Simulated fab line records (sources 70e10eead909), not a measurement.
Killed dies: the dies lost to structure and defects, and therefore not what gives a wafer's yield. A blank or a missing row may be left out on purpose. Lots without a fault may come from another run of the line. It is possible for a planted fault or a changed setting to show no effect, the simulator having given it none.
Comparing a struck lot with a sound one | flow nandHarc | 44 out of 1302 route steps
Sound: these wafers, L222.1, L222.2, L222.3. The struck wafers were L239.1, L239.2, L239.3. Last of all comes the cause.
Each step with rows lists, per side, the tool, then ch with its chambers, then its first start. Under that, the readings that differ: sound wafers | struck wafers | difference of the means | sigmas: that difference in standard deviations of wafers without a fault.
alike: words and numbers the same on both sides, and readings whose means are apart by under 2 such deviations; not compared: readings that were withheld, readings missing a value for some wafer, numbers with overlapping values and no deviation given by the record, and bounds like >300 which may hide the same value.
Wherever a step has rows on one side only, a row that says differs or no value, or a row with sigmas, the two part there. Non-overlapping numbers with no deviation appear without sigmas and do not part them. A reading missing from all wafers of one side parts the sides only when that side holds two or more wafers.

first, 8 steps without rows for these wafers: NHARC_P_GATE_DEHYDRATE_03 (time 120 s); NHARC_P_GATE_HMDS_04 (time 30 s); NHARC_P_GATE_COAT_05; NHARC_P_GATE_SOFTBAKE_06 (time 95 s); NHARC_P_GATE_EBR_07; NHARC_P_GATE_EXPOSE_08 (exposes mask P HV); NHARC_P_GATE_PEB_09 (peb time 85 s); NHARC_P_GATE_DEVELOP_10 (time 70 s).
NHARC_P_GATE_CD_MEAS_11: the cd target is 1640 nm.
  sound on cdSem-03 ch 0, day 6 02:32; struck on cdSem-01 ch 0, day 12 23:22
  alike: cdNm
then, 1 step without rows for these wafers: NHARC_P_GATE_HARDBAKE_12 (time 80 s).
NHARC_P_GATE_DESCUM_13: chemistry O2, time 3 s.
  sound on rieDiel-10 ch 0,1,3, day 6 02:41; struck on rieDiel-01 ch 0,2,3, day 12 23:33
  alike: drypumpMotorCurrentA, oesProductAu, rfVppV, showerheadPlenumPTorr, throttleValvePct
  not compared: rfHoursCounterH
then, 1 step without rows for these wafers: NHARC_P_GATE_ETCH_14 (etches SiO2 in dHF, target depth 48.8 nm).
NHARC_P_GATE_STRIP_15: strips in SPM, time 780 s.
  sound on wetBench-03 ch 1,5,7, day 6 02:53; struck on wetBench-09 ch 5,6,7, day 12 23:43
then, 4 steps without rows for these wafers: NHARC_P_GATE_PRECLEAN_71 (cleans in SC1); NHARC_P_GATE_SRD_72; NHARC_P_GATE_OXIDE_16 (material SiO2, target thk 3 nm, ox time 392 s); NHARC_P_GATE_CVD_17 (deposits poly-Si, target thk 150 nm, time 900 s).
NHARC_P_GATE_HM_DEP_102: deposits aC, target thk 120 nm.
  sound on aclDep-01 ch 0, day 6 18:25; struck on aclDep-02 ch 0, day 13 12:43
  alike: throttleValvePct
then, 9 steps without rows for these wafers: NHARC_P_GATE_DEP_103 (deposits SiON, target thk 30 nm); NHARC_P_GATE_DEHYDRATE_18 (time 120 s); NHARC_P_GATE_HMDS_19 (time 30 s); NHARC_P_GATE_COAT_20 (resist thk 90 nm); NHARC_P_GATE_SOFTBAKE_21 (time 55 s); NHARC_P_GATE_EBR_22; NHARC_P_GATE_EXPOSE_23 (exposes mask P GATE, target cd 120 nm); NHARC_P_GATE_PEB_24 (peb time 65 s); NHARC_P_GATE_DEVELOP_25 (develop time 35 s).
NHARC_P_GATE_CD_MEAS_26: the cd target is 120 nm.
  sound on cdSem-03 ch 0, day 6 19:48; struck on cdSem-02 ch 0, day 13 13:56
reading   | sound             | struck            | difference | sigmas
cdNm (nm) | 120.1 118.9 119.0 | 120.2 121.8 121.0 | +1.7       | +2
NHARC_P_GATE_OVL_MEAS_27:
  sound on overlay-02, day 6 19:53; struck on overlay-01, day 13 14:01
  alike: overlayXNm, overlayYNm
NHARC_P_GATE_INSPECT_28:
  sound on defectInspect-02, day 6 19:56; struck on defectInspect-02, day 13 14:03
reading        | sound | struck      | difference | sigmas
rawDefectCount | 6 7 8 | 274 231 265 | +250       | +89
NHARC_P_GATE_DESCUM_31: chemistry O2, time 3 s.
  sound on rieDiel-10 ch 0,1,2, day 6 19:59; struck on rieDiel-03 ch 1,2,3, day 13 14:07
reading             | sound | struck | difference | sigmas
rfHoursCounterH (h) | 4 5 4 | 0 2 2  | -3         | 
  alike: drypumpMotorCurrentA, oesProductAu, rfVppV, showerheadPlenumPTorr, throttleValvePct
NHARC_P_GATE_ETCH_104: etches the open film in CF4/CHF3, target depth 60 nm.
  sound on rieDiel-10 ch 1,2,3, day 6 20:05; struck on rieDiel-03 ch 1,2,3, day 13 14:12
reading             | sound             | struck            | difference | sigmas
oesProductAu (a.u.) | 0.919 0.936 0.918 | 0.964 0.996 0.964 | +0.050     | +2
  alike: drypumpMotorCurrentA, rfVppV, showerheadPlenumPTorr, throttleValvePct
then, 4 steps without rows for these wafers: NHARC_P_GATE_HM_OPEN_105 (chemistry O2/COS, target depth 360 nm); NHARC_P_GATE_STRIP_106 (strips in O2/COS); NHARC_P_GATE_ETCH_114 (etches the open film in CF4/O2, target depth 30 nm, overetch 3 nm, time 16.5 s); NHARC_P_GATE_ETCH_32 (etches the open film in HBr/Cl2, target depth 150 nm, time 100.1 s).
NHARC_P_GATE_STRIP_108: strips in O2.
  sound on rieDiel-01 ch 0,2,3, day 6 20:37; struck on rieDiel-10 ch 0,1,2, day 13 14:44
reading             | sound          | struck         | difference | sigmas
rfHoursCounterH (h) | 5.3 4.3 5.2    | 2.2 2.0 3.1    | -2.5       | 
rfVppV (V)          | 56.2 57.6 56.5 | 58.8 59.4 58.1 | +2.0       | +2
  alike: drypumpMotorCurrentA, oesProductAu, showerheadPlenumPTorr, throttleValvePct
NHARC_P_GATE_CD_MEAS_33:
  sound on cdSem-01, day 6 20:47; struck on cdSem-03, day 13 14:55
  alike: cdNm
then, 4 steps without rows for these wafers: NHARC_P_GATE_STRIP_35 (strips in SPM, time 600 s); NHARC_P_GATE_PRECLEAN_73 (cleans in SC1); NHARC_P_GATE_SRD_74; NHARC_P_GATE_ALD_36 (deposits SiNx, target thk 20 nm, pulse time 60 s, ald cycles 223).
NHARC_P_GATE_INSPECT_68:
  sound on defectInspect-02, day 7 14:15; struck on defectInspect-02, day 14 08:28
reading        | sound       | struck      | difference | sigmas
rawDefectCount | 215 119 123 | 480 449 527 | +333       | +5
-- the record jumps here: 19 days lie between the struck wafers' starts before and after (it left off in module P_GATE and takes up again in module END, whose first step shown is number 1302 of the route) --
NHARC_END_SORT_01:
  the record has rows for the struck wafers here (prober-02 ch 0, day 33 08:07) and none for the sound ones

== WHERE THEY PART ==
First at NHARC_P_GATE_CD_MEAS_26; last, within this record, at NHARC_END_SORT_01.

WHY: whatever the simulator had introduced
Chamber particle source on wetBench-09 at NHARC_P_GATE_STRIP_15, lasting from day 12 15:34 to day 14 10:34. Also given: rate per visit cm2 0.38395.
